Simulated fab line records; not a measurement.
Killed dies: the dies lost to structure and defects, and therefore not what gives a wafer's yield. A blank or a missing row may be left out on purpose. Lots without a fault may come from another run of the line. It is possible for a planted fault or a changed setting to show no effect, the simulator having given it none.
Chamber matching -- flow n5 finfet -- N5_DUMMY_GATE_HM_OPEN_21 on rie diel-03 has 4 sister chambers
The step chemistry CH3F/O2, target SiNx, target depth 120 nm, time 171.4 s. 14 wafers are shown with their chamber, then 7 later ones without.

WAFERS, EACH WITH ITS CHAMBER
wafer,chamber,drypump motor current A (A),rf vpp V (V),showerhead plenum p Torr (Torr)
L075.1,3,5.9,310,2.09
L075.4,1,6.1,296,2.13
L075.6,2,4.9,296,2.00
L085.3,3,5.9,310,2.09
L085.4,1,6.0,296,2.12
L085.5,3,5.9,309,2.09
L087.2,1,6.1,296,2.12
L087.4,1,6.1,296,2.12
L087.5,0,6.7,293,2.05
L091.3,3,6.0,308,2.08
L091.4,2,4.9,295,2.00
L091.5,3,5.9,309,2.08
L092.1,3,6.0,309,2.08
L092.2,2,4.9,296,2.00

SIGNATURES (averages over the wafers above)
reading,chamber 0,chamber 1,chamber 2,chamber 3,scatter within a chamber
drypump motor current A,6.700,6.075,4.900,5.933,0.0456
rf vpp V,293.00,296.00,295.67,309.17,0.592
showerhead plenum p Torr,2.0500,2.1225,2.0000,2.0850,0.00474
Rule: for each reading, subtract the chamber's mean from the wafer's reading, divide by that reading's scatter and square the result; add these up over the readings and take the root, which gives the wafer's distance from the chamber. If the next closest chamber is less than 2 further off than the closest, the wafer can't be placed; otherwise it belongs to the closest. The scatter is the square root of a quotient: the sum, over the shown wafers, of each reading's squared deviation from its chamber's mean, divided by wafers minus chambers.

WAFERS WITH NO CHAMBER GIVEN
wafer,drypump motor current A (A),rf vpp V (V),showerhead plenum p Torr (Torr)
L092.5,6.7,293,2.05
L093.3,6.1,296,2.12
L093.4,6.0,308,2.08
L093.6,6.7,294,2.05
L094.1,6.7,292,2.05
L094.4,5.9,309,2.08
L094.5,5.9,309,2.08

CHAMBER TAKEN BY EACH
wafer,from the rows above,in truth
L092.5,0,0
L093.3,1,1
L093.4,3,3
L093.6,0,0
L094.1,0,0
L094.4,3,3
L094.5,3,3
Correct placement for 7 of the 7. From these rows, 0 cannot be placed. Number placed wrongly: 0.
